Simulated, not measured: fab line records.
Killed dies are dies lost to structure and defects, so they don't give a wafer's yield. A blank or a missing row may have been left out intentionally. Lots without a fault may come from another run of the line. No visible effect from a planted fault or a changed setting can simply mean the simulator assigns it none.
fab line records ; flow n5_finfet
[record] lots = 5; wafers = 14; last_day = 17
route steps=1938 shown FIN_CUT@171 STI_FIN_REVEAL@183 BEOL_M4@1111 PASSIVATION@1936
lots that met no fault: taken from a fault-free run of the same line
start_h: hours from the record's first day to the start of the lot's first wafer shown ; wait_h: time in hours since the lot's previous step ; " unchanged from the row above ; L1.1+2: one row covering several wafers at once ; - no value, or no start given ; * or withheld: withheld ; < > ~ a bound
route shown NAME@n: a module of which the file shows steps, and the number in the route of the first ; usual: mean and standard deviation over wafers with no fault ; same: alike in all rows ; chamber/n: place in a boat ; sites: per-site readings ; _std_site: standard deviation across them ; _edge_site: the outer-site mean with the inner-site mean subtracted ; radius_mm: for every site, how far away it sits from the centre of the wafer ; mask NAME#n: copy n ; behind: tool/chamber where the wafer was last shaped ; hold: cause of the lot's hold/its duration in hours/its outcome ; device: which transistor (n, p or np) failed to switch ; end of line: at the end of the route, the tests of the same wafers ; step lacking rows: just its recipe ; killed: count of dies lost to structure and defects at first sort (not the wafer's yield) ; map: a wafer's dies, x killed, . not, _ none there
set.NAME: setting as actually run; set.NAME@STEP: the setting as run at that earlier step ; model.NAME: the simulator's own value behind a step, which no gauge read
certain route steps with their lots: each step a table, each wafer a row
services: a tool's chamber out of use, with start hour (start_h, from the record's first day; less than 0 if before it), hours out, and reason
[[steps]]
[step N5_FIN_CUT_STRIP_31]
[recipe] chemistry = N2/H2; temp_c = 40; n2_flow_sccm = 200; h2_flow_sccm = 200; rf_frequency_hz = 6e+07
[step N5_FIN_CUT_STRIP_24]
[recipe] chemistry = CF4; resist = SiARC; power_w = 300; bias_power_w = 75; pressure_mtorr = 50; cf4_flow_sccm = 150; rf_frequency_hz = 6e+07
[step N5_FIN_CUT_CUT_ETCH_26]
[recipe] chemistry = CH3F/O2; target = SiNx; target_depth_a = 390; mask_material = SOC; time_s = 55.7; pressure_mtorr = 30; source_w = 395; bias_w = 73; Ar_flow_sccm = 150; CH3F_flow_sccm = 30; O2_flow_sccm = 20; ion_energy_ev = 120
[usual] chamber_pressure_mTorr = 30.004/0.027; drypump_motor_current_A = 5.75/0.29; oes_product_au = 0.79/0.078; rf_vpp_V = 297/4.8; showerhead_plenum_p_Torr = 2.04/0.074; throttle_valve_pct = 16.34/0.25
lot.wafer;tool;chamber;start_h;wait_h;chamber_pressure_mTorr;drypump_motor_current_A;oes_product_au;rf_hours_counter_h;rf_vpp_V;showerhead_plenum_p_Torr;throttle_valve_pct
L943.3;rie_diel-03;3;26.80;0.0;29.995;5.80;0.71;225;301;2.06;16.74
L943.4;rie_diel-03;0;26.80;0.0;29.992;5.21;0.68;234;286;2.06;16.50
L943.6;rie_diel-03;1;26.80;0.0;30.034;5.93;0.77;-;298;2.10;16.69
L944.1;rie_diel-05;0;33.90;0.0;30.026;6.08;0.79;127;300;2.10;16.25
L944.5;rie_diel-05;1;33.90;0.0;30.005;5.74;0.97;-;295;2.06;16.17
L944.6;rie_diel-05;2;33.90;0.0;30.077;6.33;0.80;-;290;2.09;16.58
L952.2;rie_diel-05;2;81.44;0.0;29.961;6.32;0.78;121;289;2.08;16.58
L952.5;rie_diel-05;3;81.44;0.0;30.026;6.06;0.90;-;303;2.12;16.22
L963.2;rie_diel-05;1;148.61;0.0;30.011;5.72;0.90;37;295;2.05;16.23
L963.3;rie_diel-05;0;148.61;0.0;29.987;6.07;0.76;156;300;2.09;16.30
L963.4;rie_diel-05;2;148.61;0.0;30.011;6.32;0.76;142;291;2.08;16.62
L965.1;rie_diel-03;3;159.72;0.0;29.995;5.78;0.92;14;301;2.05;16.31
L965.2;rie_diel-03;0;159.72;0.0;30.012;5.18;0.97;7;286;2.05;16.08
L965.6;rie_diel-03;0;159.72;0.0;29.984;5.17;0.96;-;288;2.05;16.08
[step N5_FIN_CUT_CUT_ETCH_27]
[recipe] chemistry = CHF3/O2; target = SiO2; target_depth_a = 40; mask_material = SOC; overetch_a = 20; time_s = 4.9; pressure_mtorr = 30; source_w = 650; bias_w = 170; Ar_flow_sccm = 200; CHF3_flow_sccm = 50; O2_flow_sccm = 5; ion_energy_ev = 200
[usual] chamber_pressure_mTorr = 30.002/0.026; drypump_motor_current_A = 5.76/0.29; oes_product_au = 0.62/0.059; rf_vpp_V = 524/8.7; showerhead_plenum_p_Torr = 2.45/0.086; throttle_valve_pct = 18.81/0.26
lot.wafer;tool;chamber;start_h;wait_h;chamber_pressure_mTorr;drypump_motor_current_A;oes_product_au;rf_hours_counter_h;rf_vpp_V;showerhead_plenum_p_Torr;throttle_valve_pct
L943.3;rie_diel-03;3;26.85;0.0;29.999;5.77;0.56;225;533;2.49;19.21
L943.4;rie_diel-03;0;26.85;0.0;30.015;5.17;0.54;234;503;2.47;18.93
L943.6;rie_diel-03;1;26.85;0.0;30.008;5.92;0.60;-;525;2.52;19.19
L944.1;rie_diel-05;0;33.95;0.0;30.066;6.07;0.62;127;529;2.53;18.71
L944.5;rie_diel-05;1;33.95;0.0;30.036;5.72;0.77;-;520;2.48;18.71
L944.6;rie_diel-05;2;33.95;0.0;30.000;6.34;0.63;-;512;2.51;19.04
L952.2;rie_diel-05;2;81.49;0.0;29.984;6.35;0.62;121;513;2.51;19.06
L952.5;rie_diel-05;3;81.49;0.0;29.997;6.09;0.70;-;534;2.54;18.70
L963.2;rie_diel-05;1;148.66;0.0;29.973;5.76;0.70;37;520;2.46;18.74
L963.3;rie_diel-05;0;148.66;0.0;29.996;6.10;0.60;156;528;2.51;18.77
L963.4;rie_diel-05;2;148.66;0.0;29.983;6.32;0.61;142;510;2.50;19.10
L965.1;rie_diel-03;3;159.76;0.0;30.025;5.78;0.74;14;532;2.47;18.85
L965.2;rie_diel-03;0;159.76;0.0;29.972;5.18;0.76;7;503;2.46;18.56
L965.6;rie_diel-03;0;159.76;0.0;29.977;5.20;0.75;-;503;2.46;18.55
[step N5_FIN_CUT_PRECLEAN_35]
[recipe] time_s = 13.3; temp_c = 45; pressure_torr = 125; p_hf_torr = 3; p_coreactant_torr = 25; chemistry = vHF
[step N5_FIN_CUT_CUT_ETCH_15]
[recipe] chemistry = HBr/Cl2/O2; target = Si; target_depth_a = 1000; bt_time_s = 10; mask_material = SOC; time_s = 42.4; ion_energy_ev = *; bias_w = *; pressure_mtorr = 10; icp_w = 800; HBr_flow_sccm = 150; Cl2_flow_sccm = 80; O2_flow_sccm = 12
[usual] chamber_pressure_mTorr = 10.001/0.0097; drypump_motor_current_A = 6.0/0.36; oes_product_au = 0.993/0.016; throttle_valve_pct = 37.13/0.29
lot.wafer;tool;chamber;start_h;wait_h;chamber_pressure_mTorr;drypump_motor_current_A;oes_product_au;rf_hours_counter_h;throttle_valve_pct
L943.3;rie_si-06;0;27.00;0.0;10.016;5.9;0.979;175;36.86
L943.4;rie_si-06;1;27.00;0.0;10.014;5.7;0.996;14;37.69
L943.6;rie_si-06;1;27.00;0.0;10.003;5.7;1.004;-;37.70
L944.1;rie_si-02;1;34.10;0.1;9.994;6.1;1.018;200;37.51
L944.5;rie_si-02;1;34.10;0.1;10.007;6.1;1.013;-;37.50
L944.6;rie_si-02;2;34.10;0.1;9.998;6.0;0.976;-;36.85
L952.2;rie_si-06;2;81.64;0.1;9.999;5.9;0.980;151;37.33
L952.5;rie_si-06;0;81.64;0.1;9.999;5.9;0.988;-;36.88
L963.2;rie_si-06;3;148.81;0.1;9.990;6.7;1.001;48;37.07
L963.3;rie_si-06;0;148.81;0.1;9.981;5.9;0.990;177;36.87
L963.4;rie_si-06;2;148.81;0.1;9.991;5.9;0.984;151;37.33
L965.1;rie_si-02;0;159.91;0.1;9.986;6.4;0.978;0;37.46
L965.2;rie_si-02;3;159.91;0.1;9.989;5.5;1.015;6;36.93
L965.6;rie_si-02;2;159.91;0.1;10.009;6.0;0.980;-;36.87
[step N5_FIN_CUT_CUT_ETCH_28]
[recipe] chemistry = HBr/Cl2/O2; target = Si; target_depth_a = 60; mask_material = SOC; time_s = 2.4; ion_energy_ev = *; bias_w = *; pressure_mtorr = 10; icp_w = 800; HBr_flow_sccm = 150; Cl2_flow_sccm = 80; O2_flow_sccm = 12
[usual] chamber_pressure_mTorr = 10.001/0.0088; drypump_motor_current_A = 6.0/0.37; oes_product_au = 0.992/0.016; throttle_valve_pct = 37.13/0.29
lot.wafer;tool;chamber;start_h;wait_h;chamber_pressure_mTorr;drypump_motor_current_A;oes_product_au;rf_hours_counter_h;throttle_valve_pct
L943.3;rie_si-06;0;27.05;0.0;9.999;5.9;0.980;175;36.88
L943.4;rie_si-06;1;27.05;0.0;10.012;5.7;0.998;14;37.69
L943.6;rie_si-06;1;27.05;0.0;9.994;5.7;0.993;-;37.69
L944.1;rie_si-02;1;34.15;0.0;9.999;6.1;1.019;201;37.48
L944.5;rie_si-02;1;34.15;0.0;10.002;6.1;1.015;-;37.50
L944.6;rie_si-02;2;34.15;0.0;9.998;6.0;0.987;-;36.86
L952.2;rie_si-06;2;81.69;0.0;10.013;5.9;0.987;151;37.33
L952.5;rie_si-06;0;81.69;0.0;9.985;5.9;0.983;-;36.88
L963.2;rie_si-06;3;148.86;0.0;9.999;6.7;0.986;48;37.07
L963.3;rie_si-06;0;148.86;0.0;10.002;5.9;0.986;177;36.86
L963.4;rie_si-06;2;148.86;0.0;9.992;6.0;0.976;151;37.33
L965.1;rie_si-02;0;159.97;0.0;10.011;6.4;0.975;0;37.46
L965.2;rie_si-02;3;159.97;0.0;10.003;5.5;1.020;6;36.94
L965.6;rie_si-02;2;159.97;0.0;9.993;6.0;0.989;-;36.84
[step N5_FIN_CUT_STRIP_22]
[recipe] chemistry = N2/H2; power_w = 500; temp_c = 40; pressure_mtorr = 50; rf_frequency_hz = 6e+07; overash_fraction = 0.3; bias_power_w = 8; h2_frac = 0.5; n2_flow_sccm = 300; h2_flow_sccm = 300
[usual] chamber_pressure_mTorr = 50.00/0.13; drypump_motor_current_A = 5.7/0.3; oes_product_au = 0.78/0.081; rf_vpp_V = 54.4/2.4; showerhead_plenum_p_Torr = 3.43/0.094; throttle_valve_pct = 18.94/0.27
lot.wafer;tool;chamber;start_h;wait_h;chamber_pressure_mTorr;drypump_motor_current_A;oes_product_au;rf_hours_counter_h;rf_vpp_V;showerhead_plenum_p_Torr;throttle_valve_pct
L943.3;rie_diel-05;1;27.12;0.0;49.83;5.7;0.96;4;54.7;3.43;19.10
L943.4;rie_diel-05;2;27.12;0.0;50.07;6.3;0.80;109;56.6;3.53;19.48
L943.6;rie_diel-05;1;27.12;0.0;49.95;5.7;0.96;-;53.7;3.43;19.08
L944.1;rie_diel-03;0;34.28;0.1;50.07;5.2;0.67;236;55.4;3.45;19.06
L944.5;rie_diel-03;3;34.28;0.1;49.80;5.8;0.72;-;53.9;3.45;19.00
L944.6;rie_diel-03;2;34.28;0.1;49.94;5.4;0.84;-;54.4;3.42;19.03
L952.2;rie_diel-04;2;81.79;0.1;50.03;6.1;0.82;120;52.7;3.50;18.24
L952.5;rie_diel-04;3;81.79;0.1;50.01;5.5;0.78;-;53.9;3.12;19.02
L963.2;rie_diel-03;3;148.93;0.0;49.90;5.8;0.95;11;56.2;3.43;18.61
L963.3;rie_diel-03;0;148.93;0.0;50.13;5.2;0.98;3;51.5;3.44;18.70
L963.4;rie_diel-03;2;148.93;0.0;50.15;5.5;0.80;102;53.1;3.40;19.04
L965.1;rie_diel-04;2;160.03;0.0;50.03;6.1;0.77;146;53.1;3.49;18.29
L965.2;rie_diel-04;0;160.03;0.0;50.16;5.9;0.76;157;51.3;3.48;18.81
L965.6;rie_diel-04;2;160.03;0.0;49.96;6.1;0.78;-;54.5;3.49;18.28
[step N5_FIN_CUT_PRECLEAN_36]
[recipe] chemistry = O3/DIW; time_s = 60; temp_c = 22; o3_ppm = 10
[step N5_FIN_CUT_SRD_32]
[recipe] dry = ipa_marangoni; time_s = 30; temp_c = 23; rinse_liquid = diw
[step N5_FIN_CUT_UV_OZONE_34]
[recipe] time_s = 120; pressure_torr = 760; temp_c = 25
[step N5_FIN_CUT_INSPECT_17]
[recipe] inspect_instrument = brightfield; mode = aei
[usual] raw_defect_count = 258/69
lot.wafer;tool;chamber;start_h;wait_h;raw_defect_count
L943.3;defect_inspect-01;-;27.28;0.0;167
L943.4;defect_inspect-01;-;27.28;0.0;230
L943.6;defect_inspect-01;-;27.28;0.0;143
L944.1;defect_inspect-02;-;34.44;0.0;189
L944.5;defect_inspect-02;-;34.44;0.0;242
L944.6;defect_inspect-02;-;34.44;0.0;244
L952.2;defect_inspect-01;-;81.95;0.0;342
L952.5;defect_inspect-01;-;81.95;0.0;315
L963.2;defect_inspect-01;-;149.10;0.0;231
L963.3;defect_inspect-01;-;149.10;0.0;315
L963.4;defect_inspect-01;-;149.10;0.0;186
L965.1;defect_inspect-02;-;160.19;0.0;198
L965.2;defect_inspect-02;-;160.19;0.0;198
L965.6;defect_inspect-02;-;160.19;0.0;199
[step N5_STI_FIN_REVEAL_ALD_00]
[recipe] material = SiO2; target_thk_a = 10; temp_c = 300; ald_precursor_family = BDEAS; ald_co_reactant = O2-plasma; pulse_time_s = 1; pressure_torr = 2
[usual] heater_power_w = 460/64; precursor_pulse_height_rel = 1.001/0.02
lot.wafer;tool;chamber;start_h;wait_h;heater_power_w;precursor_pulse_height_rel;model.SiO2_of_STI_FIN_REVEAL_ALD_00.thk_nm
L943.3;ald_sin-02;3;27.54;0.3;479;1.014;1
L943.4;ald_sin-02;3;27.54;0.3;453;0.996;1
L943.6;ald_sin-02;1;27.54;0.3;584;0.995;1
L944.1;ald_sin-04;0;34.48;0.0;492;1.010;1
L944.5;ald_sin-04;2;34.48;0.0;353;0.994;1
L944.6;ald_sin-04;1;34.48;0.0;458;0.983;1
L952.2;ald_sin-04;1;81.98;0.0;442;0.984;1.6
L952.5;ald_sin-04;3;81.98;0.0;406;0.969;1
L963.2;ald_sin-03;0;149.13;0.0;503;0.995;1
L963.3;ald_sin-03;1;149.13;0.0;565;1.025;1
L963.4;ald_sin-03;3;149.13;0.0;439;0.996;1
L965.1;ald_sin-04;1;160.34;0.1;442;0.988;1
L965.2;ald_sin-04;3;160.34;0.1;400;0.996;1
L965.6;ald_sin-04;3;160.34;0.1;401;1.000;1
[step N5_STI_FIN_REVEAL_ALD_14]
[recipe] material = Si3N4; target_thk_a = 30; temp_c = 400; ald_precursor_family = SiH2I2; ald_co_reactant = N2/H2-plasma; pressure_torr = 2
[step N5_BEOL_M4_RC_MEAS_101]
[usual] DIBL_N = 35.8/1.7; DIBL_P = 35.9/1.9; IOFF_N = 0.151/0.028; IOFF_P = 0.21/0.037; ION_N = 673/12; ION_P = 463/8.3; SS_N = 71.4/0.59; SS_P = 73.2/0.63; VT_N = 250/3.2; VT_P = -250/3.7
lot.wafer;tool;chamber;start_h;wait_h;DIBL_N[mV/V];DIBL_P[mV/V];IOFF_N[nA/um];IOFF_P[nA/um];ION_N[uA/um];ION_P[uA/um];SS_N[mV/dec];SS_P[mV/dec];VT_N[mV];VT_P[mV]
L944.1;prober-01;0;160.53;0.0;38.0;37.1;0.180;0.26;679;470;71.7;74.2;247;-243
L944.5;prober-01;0;160.53;0.0;39.8;38.5;0.206;0.29;692;469;72.6;73.6;246;-242
L944.6;prober-01;0;160.53;0.0;37.2;36.8;0.161;0.26;691;481;72.0;73.2;250;-246
L943.3;prober-02;0;161.48;0.3;35.8;35.8;0.136;0.21;667;461;70.8;73.1;252;-249
L943.4;prober-02;0;161.48;0.3;36.3;37.2;0.144;0.23;673;465;71.6;73.0;254;-248
L943.6;prober-02;0;161.48;0.3;36.9;37.0;0.158;0.24;682;466;71.8;73.9;250;-246
L952.2;prober-02;0;216.51;0.2;37.2;37.8;0.164;0.22;670;458;72.2;73.9;251;-248
L952.5;prober-02;0;216.51;0.2;36.3;37.0;0.153;0.20;675;464;71.3;72.9;253;-251
L963.2;prober-01;0;286.09;0.2;33.3;33.2;0.122;0.16;657;459;70.9;73.0;255;-255
L963.3;prober-01;0;286.09;0.2;35.6;36.3;0.153;0.20;664;458;71.4;73.7;250;-251
L963.4;prober-01;0;286.09;0.2;32.7;32.6;0.113;0.16;665;463;70.5;73.1;257;-254
L965.1;prober-01;0;320.78;0.0;35.8;35.6;0.145;0.21;685;471;71.3;73.0;251;-250
L965.2;prober-01;0;320.78;0.0;35.0;34.7;0.126;0.19;655;453;70.5;72.6;256;-250
L965.6;prober-01;0;320.78;0.0;34.9;34.1;0.126;0.19;663;452;71.5;72.9;256;-249
[step N5_PASSIVATION_PROBE_49]
[usual] defect_limited_yield = 91.4/1.5; killed_at_M0_to_M3 = 33/9.8; killed_at_M4_up = 14/5.5; killed_at_contacts = 12/6.5; killed_at_front_end = 38/11; killed_at_other = 3/3.1; killed_dies = 101/17; killed_open = 66/13; killed_short = 32/7.5; sort_bin_5_function = 5.0/1; sort_bin_6_memory = 3.2/0.69; sort_n_pass = 1079/17; sort_yield_pct = 91.4/1.5
[same] gross_dies = 1180; killed_at_back_side = 0; sort_bin_4_leakage[%] = 0; sort_bin_8_speed[%] = 0
lot.wafer;tool;chamber;start_h;wait_h;defect_limited_yield[%];killed_at_M0_to_M3;killed_at_M4_up;killed_at_contacts;killed_at_front_end;killed_at_other;killed_dies;killed_open;killed_short;sort_bin_5_function[%];sort_bin_6_memory[%];sort_n_pass;sort_yield_pct[%]
L943.3;prober-02;-;277.08;0.1;90.8;31;14;7;57;0;109;68;41;5.8;3.2;1071;90.8
L943.4;prober-02;-;277.13;0.2;88.7;52;19;2;58;2;133;90;43;7.5;3.6;1047;88.7
L943.6;prober-02;-;277.23;0.3;91.1;50;11;4;40;0;105;64;40;4.2;4.5;1075;91.1
// killed by level:class
L943.3 STI_FIN_REVEAL:geometric_particle:open=17 FIN_SAQP:geometric_particle:open=11 BEOL_M0_SAQP:geometric_particle:open=8 BEOL_M0_SAQP:geometric_particle:short=8 BEOL_M3:geometric_particle:open=7 BEOL_M4:geometric_particle:open=7 STI_FIN_REVEAL:geometric_particle:short=6 DUMMY_GATE:geometric_particle:open=4
L943.4 FIN_SAQP:geometric_particle:open=17 BEOL_M0_SAQP:geometric_particle:short=14 FIN_SAQP:geometric_particle:short=9 BEOL_M0_SAQP:geometric_particle:open=9 STI_FIN_REVEAL:geometric_particle:open=7 ILD0:geometric_particle:open=7 BEOL_M1:geometric_particle:open=7 BEOL_M3:geometric_particle:open=7
L943.6 BEOL_M0_SAQP:geometric_particle:open=14 BEOL_M2:geometric_particle:open=11 BEOL_M0_SAQP:geometric_particle:short=10 FIN_SAQP:geometric_particle:open=8 FIN_SAQP:geometric_particle:short=7 STI_FIN_REVEAL:geometric_particle:open=5 BEOL_M1:geometric_particle:short=5 BEOL_M3:geometric_particle:open=5
[[services]]
tool;chamber;start_h;hours;kind
rie_diel-03;3;10.17;7.4;repair
rie_diel-05;3;14.44;11.2;repair
ald_sin-02;1;22.17;4.4;repair
ald_sin-02;0;27.26;2.7;repair
rie_diel-03;2;38.54;8.4;repair
ald_sin-03;-;40.52;6.1;pm
rie_diel-05;-;43.75;14.6;pm
rie_diel-03;-;46.51;2.8;pm
ald_sin-03;-;64.47;1.5;repair
rie_diel-03;0;68.69;27.3;repair
ald_sin-03;-;85.31;14.0;pm
rie_diel-05;0;92.10;4.1;repair
rie_diel-03;3;95.99;-;clean
rie_diel-03;3;95.99;-;consumable_replace:focus_ring
rie_diel-03;3;95.99;22.8;scheduled_down
rie_diel-03;0;99.83;13.6;repair
rie_si-06;-;100.29;14.6;pm
rie_si-02;-;101.26;2.8;pm
ald_sin-04;2;105.94;1.3;repair
rie_si-02;0;115.86;7.2;repair
rie_diel-05;-;127.03;0.2;repair
ald_sin-02;-;138.45;6.0;pm
ald_sin-04;-;159.72;0.6;repair
rie_si-02;2;160.03;7.4;repair
[[key]]
first_sign none at tools or gauges
[model_effect] step = N5_STI_FIN_REVEAL_ALD_00; value = SiO2_of_STI_FIN_REVEAL_ALD_00.thk_nm; without = 1; struck = 1.6
met_at N5_STI_FIN_REVEAL_ALD_00
struck_wafers L952.2
onset_between 34.48 81.98
[fault] kind = process_parameter_drift; tool = ald_sin-04; chamber = -; onset_h = 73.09; steps = N5_STI_FIN_REVEAL_ALD_00; channel = target_thk_a; offset = *; shape = step; end_h = 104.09; scope = struck_wafers_only; acts_in = *; stated = *
